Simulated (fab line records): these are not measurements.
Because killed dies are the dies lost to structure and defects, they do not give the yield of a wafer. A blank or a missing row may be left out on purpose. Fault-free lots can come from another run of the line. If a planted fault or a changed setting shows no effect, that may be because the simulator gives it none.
The tool behind it: which one? | flow n5 finfet | Sampling: 12 lots, 36 wafers, 2 of 1938 route steps

== WHAT THE GAUGES SHOWED, per wafer ==
N5_HKMG_FIN_OVL_MEAS_50.
lot  | measured     | on         | NDIPOLE_OVL (nm)
L075 | day 4 09:11  | overlay-02 | -0.2 -0.6 -0.1
L077 | day 4 18:21  | overlay-02 | 1.1 -0.2 0.3
L079 | day 5 08:00  | overlay-01 | 0.3 1.2 0.4
L081 | day 5 19:16  | overlay-02 | -0.1 -0.4 0.4
L083 | day 6 06:22  | overlay-02 | 0.8 1.2 -0.8
L085 | day 6 17:53  | overlay-02 | -1.0 -0.4 -0.7
L087 | day 7 06:39  | overlay-01 | -0.4 -0.9 -0.5
L089 | day 7 20:43  | overlay-02 | 0.1 0.2 1.0
L091 | day 9 02:55  | overlay-02 | 0.6 -0.9 0.5
L093 | day 9 04:20  | overlay-01 | -0.1 1.2 0.9
L095 | day 10 22:36 | overlay-01 | 0.2 -0.3 -0.5
L097 | day 11 01:19 | overlay-02 | 0.2 0.8 0.4

== EACH LOT AND THE TOOL THAT RAN IT (in order: tool; ch and the chambers of the sampled wafers; start) ==
lot  | N5_SDB_ETCH_25
L075 | rie diel-04 ch 0,2,3, day 4 04:07
L077 | rie diel-01 ch 0,1,3, day 4 13:27
L079 | rie diel-06 ch 1,2, day 5 02:51
L081 | rie diel-01 ch 1,2,3, day 5 14:18
L083 | rie diel-04 ch 0,3, day 6 01:36
L085 | rie diel-04 ch 1,2,3, day 6 13:00
L087 | rie diel-04 ch 1,2, day 7 01:02
L089 | rie diel-06 ch 0,3, day 7 15:35
L091 | rie diel-06 ch 0,2, day 8 19:34
L093 | rie diel-06 ch 0,1,2, day 8 22:49
L095 | rie diel-06 ch 0,2,3, day 10 17:42
L097 | rie diel-04 ch 1,2, day 10 20:32
- N5_SDB_ETCH_25: etches SiO2 in C4F6/O2, target depth 10 nm, time 3.3 s.

== THE ANSWER, worked out from the rows above alone ==
Rule: usual is defined by the lots themselves. Put in order of their means at a reading, lots are off if they are a third of the lots or fewer, leave a main group of 4 or more, and stand apart from it by a gap of 3 or more times the standard deviation of the main group's means; of several such gaps the widest counts. A main group whose means are all the same, to the digits that the tables above print for the reading, isn't used. Also off: a lot with no number at a reading for which 4 or more lots have one. Any other lot the step has rows for is counted as sound.
Across all readings shown, no lot is off: no conclusion can be drawn from this.

== WHAT THE SIMULATOR HAD PUT IN ==
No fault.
